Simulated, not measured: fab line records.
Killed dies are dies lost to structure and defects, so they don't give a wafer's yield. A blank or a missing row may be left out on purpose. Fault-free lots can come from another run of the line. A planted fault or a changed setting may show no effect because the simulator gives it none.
fab line records | flow nand_harc
[record] lots = 13 wafers = 39 last_day = 32
route steps=1302 shown P_BONDPAD@373 HYBRID_BOND@1242 THIN_TSV@1272 END@1302
lots untouched by any fault: they come from a run of this same line in which no faults occurred
start_h: the number of hours between the record's first day and the start of the first shown wafer of the lot | wait_h: hours since the lot's step before | " as in the row above | L1.1+2: several wafers, shown together as one row | - no value present, or no start provided | * or withheld: withheld | < > ~ a bound
route shown NAME@n: names a module that has steps shown in the file, with the first one's number in the route | usual: mean/standard deviation taken from wafers without a fault | same: alike in all rows | chamber/n: place in a boat | sites: each site's reading | _std_site: standard deviation of those values | _edge_site: outer sites' mean less inner sites' | radius_mm: for every site, how far away it sits from the centre of the wafer | mask NAME#n: copy n | behind: the last tool/chamber to shape the wafer | hold: why the lot was held/for how many hours/how that ended | device: the n, p or np transistor that did not switch | end of line: at the end of the route, the tests of the same wafers | step lacking rows: just its recipe | killed: dies lost to structure and defects at the first sort, not the wafer's yield | map: shows each die of a wafer: x if killed, . if not, _ if none is there
set.NAME: the setting that was run; set.NAME@STEP: the one run at that earlier step | model.NAME: the simulator's own value behind a step, which no gauge read
route steps across a sampled set of lots; one table per step, one row per wafer
services: the hour from which a tool's chamber was out of use, counted from the record's first day as start_h (under 0 if before that day), plus the number of hours and why
[[steps]]
[step NHARC_P_BONDPAD_STRIP_16]
[recipe] time_s = 600 temp_c = 30 chemistry = post_etch_residue_remover
// columns lot.wafer tool chamber start_h wait_h
L693.6+5+2 wet_bench-08 6,7,0 139.41 -
L695.1+2+6 wet_bench-08 6,7,0 156.10 -
L696.5+2+1 wet_bench-08 4,6,7 165.67 -
L698.4+5+3 wet_bench-10 2,3,6 183.19 -
L694.1+3+2 wet_bench-08 7,0,4 194.62 -
L699.3+1+5 wet_bench-10 0,1,2 198.10 -
L700.3+2+5 wet_bench-08 1,5,6 204.98 -
L701.2+4+1 wet_bench-08 3,5,0 212.27 -
L703.1+6+2 wet_bench-08 1,2,3 235.10 -
L704.3+1+6 wet_bench-08 5,6,0 253.75 -
L705.1+3+5 wet_bench-08 6,7,0 258.34 -
L712.6+5+3 wet_bench-10 7,2,3 321.54 -
L715.5+3+1 wet_bench-10 7,0,3 352.94 -
[step NHARC_HYBRID_BOND_OVL_MEAS_05]
[usual] overlay_x_nm = -1/34 overlay_y_nm = -5/32
// columns lot.wafer tool chamber start_h wait_h overlay_x_nm overlay_y_nm
L693.2 overlay-02 - 541.55 0.4 23 -54
L693.5 " - " " 63 -37
L693.6 " - " " 27 -40
L695.1 overlay-02 - 558.52 0.4 68 -77
L695.2 " - " " 24 -8
L695.6 " - " " -2 -28
L696.1 overlay-01 - 558.52 0.4 -47 7
L696.2 " - " " -2 34
L696.5 " - " " 42 6
L698.3 overlay-02 - 589.82 0.4 -38 -10
L698.4 " - " " 8 -19
L698.5 " - " " -16 -22
L694.1 overlay-02 - 618.14 0.4 37 -11
L694.2 " - " " -11 -12
L694.3 " - " " -24 -14
L700.2 overlay-01 - 618.14 0.4 -13 25
L700.3 " - " " 15 19
L700.5 " - " " 11 0
L699.1 overlay-02 - 625.47 0.4 -33 33
L699.3 " - " " -56 -2
L699.5 " - " " 53 -15
L701.1 overlay-02 - 635.24 0.4 16 -11
L701.2 " - " " 16 -54
L701.4 " - " " 2 -52
L703.1 overlay-01 - 635.25 0.4 -14 -39
L703.2 " - " " -57 22
L703.6 " - " " -40 -12
L704.1 overlay-01 - 659.03 0.4 -44 20
L704.3 " - " " 15 36
L704.6 " - " " 1 -11
L705.1 overlay-01 - 668.23 0.4 -13 19
L705.3 " - " " -38 -31
L705.5 " - " " -56 -41
L712.3 overlay-01 - 725.66 0.4 -32 2
L712.5 " - " " -2 11
L712.6 " - " " 1 -21
L715.1 overlay-02 - 757.93 0.4 29 -39
L715.3 " - " " -15 49
L715.5 " - " " -25 -11
[step NHARC_THIN_TSV_PVD_19]
[recipe] target_thk_a = 200 chamber_pressure_pa = 5 material = TaN
[usual] throttle_valve_pct = 30.1/0.99
// columns lot.wafer tool chamber start_h wait_h throttle_valve_pct
L693.2 pvd_sputter-01 - - - 30.6
L693.5 " - " " 31.9
L693.6 " - " " 30.6
L696.2 pvd_sputter-02 - - - 30.5
L696.1 " - " " 29.5
L696.5 " - " " 30.6
L695.1 pvd_sputter-03 - - - 30.8
L695.2 " - " " 31.0
L695.6 " - " " 29.7
L698.3 pvd_sputter-03 - - - 30.0
L698.4 " - " " 30.4
L698.5 " - " " 31.2
L694.1 pvd_sputter-01 - - - 31.6
L694.3 " - " " 30.1
L694.2 " - " " 30.7
L700.3 pvd_sputter-01 - - - 29.9
L700.2 " - " " 30.7
L700.5 " - " " 29.5
L699.1 pvd_sputter-01 - - - 29.5
L699.3 " - " " 30.9
L699.5 " - " " 30.3
L701.1 pvd_sputter-03 - - - 31.4
L701.4 " - " " 30.0
L701.2 " - " " 28.8
L703.1 pvd_sputter-03 - - - 30.3
L703.2 " - " " 30.0
L703.6 " - " " 30.5
L704.3 pvd_sputter-02 - - - 29.0
L704.1 " - " " 28.7
L704.6 " - " " 31.5
L705.1 pvd_sputter-02 - - - 28.9
L705.3 " - " " 29.9
L705.5 " - " " 28.8
L712.3 pvd_sputter-03 - - - 29.2
L712.6 " - " " 29.7
L712.5 " - " " 29.1
L715.3 pvd_sputter-02 - - - 29.2
L715.1 " - " " 29.0
L715.5 " - " " 28.9
[step NHARC_THIN_TSV_STRIP_56]
[recipe] power_w = 1500 temp_c = 250 chemistry = O2
[usual] drypump_motor_current_A = 5.7/0.35 heater_power_w = 340/17 rf_refl_power_W = 16/4
// columns lot.wafer tool chamber start_h wait_h drypump_motor_current_A heater_power_w rf_hours_counter_h rf_refl_power_W
L693.2 plasma_asher-01 1 551.24 0.1 5.5 343 3 20
L693.6 " 1 " " 5.5 348 - 20
L693.5 " 0 " " 6.2 306 - 18
L696.2 plasma_asher-02 1 569.11 0.1 5.9 338 30 11
L696.1 " 0 " " 5.2 348 30 19
L696.5 " 0 " " 5.2 361 - 18
L695.1 plasma_asher-01 1 569.44 0.1 5.5 341 6 -
L695.2 " 0 " " 6.1 314 6 -
L695.6 " 0 " " 6.1 306 - -
L698.3 plasma_asher-01 1 599.71 0.2 5.5 347 - 21
L698.4 " 0 " " 6.1 313 - 18
L698.5 " 0 " " 6.1 309 - 18
L694.1 plasma_asher-02 1 627.67 0.1 5.9 345 4 11
L694.2 " 0 " " 5.3 354 4 19
L694.3 " 1 " " 5.9 346 - 11
L700.2 plasma_asher-02 0 629.17 0.1 5.3 360 4 19
L700.3 " 1 " " 5.9 344 - 11
L700.5 " 1 " " 5.9 351 - 11
L699.1 plasma_asher-01 0 634.92 0.1 6.1 313 20 18
L699.3 " 0 " " 6.1 310 - 18
L699.5 " 1 " " 5.5 346 - 20
L701.1 plasma_asher-01 0 644.62 0.1 6.1 310 22 -
L701.2 " 1 " " 5.5 349 22 -
L701.4 " 1 " " 5.5 342 - -
L703.1 plasma_asher-01 1 646.02 0.1 5.5 338 22 -
L703.2 " 0 " " 6.1 312 22 -
L703.6 " 0 " " 6.2 321 - -
L704.1 plasma_asher-01 1 668.20 0.1 5.4 355 27 20
L704.3 " 0 " " 6.1 306 - 18
L704.6 " 1 " " 5.5 345 - 20
L705.1 plasma_asher-02 0 677.77 0.1 5.2 349 14 20
L705.3 " 1 " " 5.9 343 - 11
L705.5 " 0 " " 5.2 357 - 20
L712.3 plasma_asher-01 1 735.07 0.2 5.5 363 - -
L712.6 " 0 " " 6.1 312 - -
L712.5 " 1 " " 5.5 365 - -
L715.1 plasma_asher-02 1 768.41 0.1 5.9 353 35 11
L715.3 " 0 " " 5.2 352 - 19
L715.5 " 0 " " 5.2 356 - 19
[step NHARC_END_SORT_01]
[recipe] temp_c = 25
[usual] defect_limited_yield = 91/3.2 killed_at_array = 55/22 killed_at_other = 1.1/1.4 killed_at_periphery = 4/3.2 killed_dies = 59/22 killed_open = 3.3/1.8 killed_short = 2.5/1.5
[same] gross_dies = 677
// columns lot.wafer tool chamber start_h wait_h defect_limited_yield[%] killed_at_array killed_at_other killed_at_periphery killed_dies killed_open killed_short
L699.1 prober-01 0 645.97 2.5 86 90 0 4 94 5 8
L699.3 prober-01 0 647.57 3.1 90 64 1 0 65 2 7
L699.5 prober-01 0 649.17 3.7 89 76 0 0 76 2 2
L705.1 prober-02 0 689.92 2.5 80 106 0 28 134 3 3
L705.3 prober-02 0 691.53 3.1 83 113 0 1 114 3 3
L705.5 prober-02 0 693.15 3.7 88 72 2 6 80 3 1
// killed by level:class
L699.1 A_CHANNEL_HOLE_D2:chamber_film_flake=41 A_SLIT:chamber_film_flake=25 A_STAIRCASE:chamber_film_flake=5 A_CHANNEL_HOLE_D1:chamber_film_flake=4 A_ONON_D1:geometric_particle:short=3 A_WL_FILL:chamber_film_flake=2 P_CONTACT:geometric_particle:short=1 P_M1:geometric_particle:short=1
L699.3 A_SLIT:chamber_film_flake=27 A_CHANNEL_HOLE_D2:chamber_film_flake=15 A_CHANNEL_HOLE_D1:chamber_film_flake=6 A_CONTACT:chamber_film_flake=4 A_STAIRCASE:chamber_film_flake=2 A_SOURCE_PLATE:geometric_particle:short=1 A_CHANNEL_FILL_D1:geometric_particle:short=1 A_DECK1_JOINT:geometric_particle:short=1
L699.5 A_SLIT:chamber_film_flake=27 A_CHANNEL_HOLE_D2:chamber_film_flake=25 A_CHANNEL_HOLE_D1:chamber_film_flake=6 A_WL_FILL:chamber_film_flake=4 A_STAIRCASE:chamber_film_flake=3 A_CHANNEL_FILL_D1:chamber_film_flake=2 A_DECK1_JOINT:chamber_film_flake=2 A_CHANNEL_FILL_D1:geometric_particle:short=1
L705.1 A_SLIT:chamber_film_flake=42 A_CHANNEL_HOLE_D1:chamber_film_flake=30 P_BONDPAD:unspecified=25 A_CHANNEL_HOLE_D2:chamber_film_flake=21 A_STAIRCASE:chamber_film_flake=6 A_CONTACT:chamber_film_flake=2 P_M0:geometric_particle:open=1 P_BONDPAD:geometric_particle:open=1
L705.3 A_SLIT:chamber_film_flake=42 A_CHANNEL_HOLE_D1:chamber_film_flake=33 A_CHANNEL_HOLE_D2:chamber_film_flake=23 A_M1:chamber_film_flake=4 A_CONTACT:chamber_film_flake=3 A_WL_FILL:chamber_film_flake=2 P_M0:geometric_particle:short=1 A_CHANNEL_HOLE_D1:geometric_particle:open=1
L705.5 A_SLIT:chamber_film_flake=31 A_CHANNEL_HOLE_D1:chamber_film_flake=13 A_CHANNEL_HOLE_D2:chamber_film_flake=11 A_STAIRCASE:chamber_film_flake=5 A_ZERO_WELL:chamber_film_flake=3 A_CONTACT:chamber_film_flake=3 THIN_TSV:chamber_film_flake=2 A_WL_FILL:chamber_film_flake=2
[[services]]
// columns tool chamber start_h hours kind
wet_bench-08 - 118.40 8.0 pm
plasma_asher-02 - 121.79 2.8 repair
plasma_asher-01 - 130.34 4.3 repair
pvd_sputter-02 - 133.86 2.8 repair
plasma_asher-01 - 169.52 9.0 pm
wet_bench-08 - 192.80 1.4 repair
pvd_sputter-03 - 227.63 10.0 pm
plasma_asher-02 - 249.36 9.0 pm
wet_bench-08 - 294.40 8.0 pm
pvd_sputter-03 - 306.90 2.4 repair
plasma_asher-02 - 308.61 1.9 repair
plasma_asher-01 - 346.52 9.0 pm
pvd_sputter-03 - 405.63 10.0 pm
plasma_asher-02 - 426.36 9.0 pm
wet_bench-08 - 470.40 8.0 pm
plasma_asher-01 - 523.52 9.0 pm
pvd_sputter-03 - 583.63 10.0 pm
plasma_asher-02 - 603.36 9.0 pm
plasma_asher-01 - 630.00 2.1 repair
pvd_sputter-03 - 636.15 1.3 repair
pvd_sputter-03 - 666.07 8.9 repair
wet_bench-08 - 667.21 2.1 repair
plasma_asher-01 - 700.52 9.0 pm
pvd_sputter-03 - 761.63 10.0 pm
[[key]]
[first_sign] step = NHARC_END_SORT_01 reading = killed_at_periphery direction = up sigmas = 7.7 usual = 4 struck = 28
effect none on later readings
met_at NHARC_P_BONDPAD_STRIP_16
struck_lots L705
struck_wafers L705.1
not_acting_at NHARC_HYBRID_BOND_OVL_MEAS_05,NHARC_THIN_TSV_PVD_19,NHARC_THIN_TSV_STRIP_56
onset_between 253.75 258.34
[fault] kind = chamber_particle_source tool = wet_bench-08 chamber = 6 onset_h = 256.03 steps = NHARC_P_BONDPAD_STRIP_16 rate_per_visit_cm2 = 0.5397 end_h = 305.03
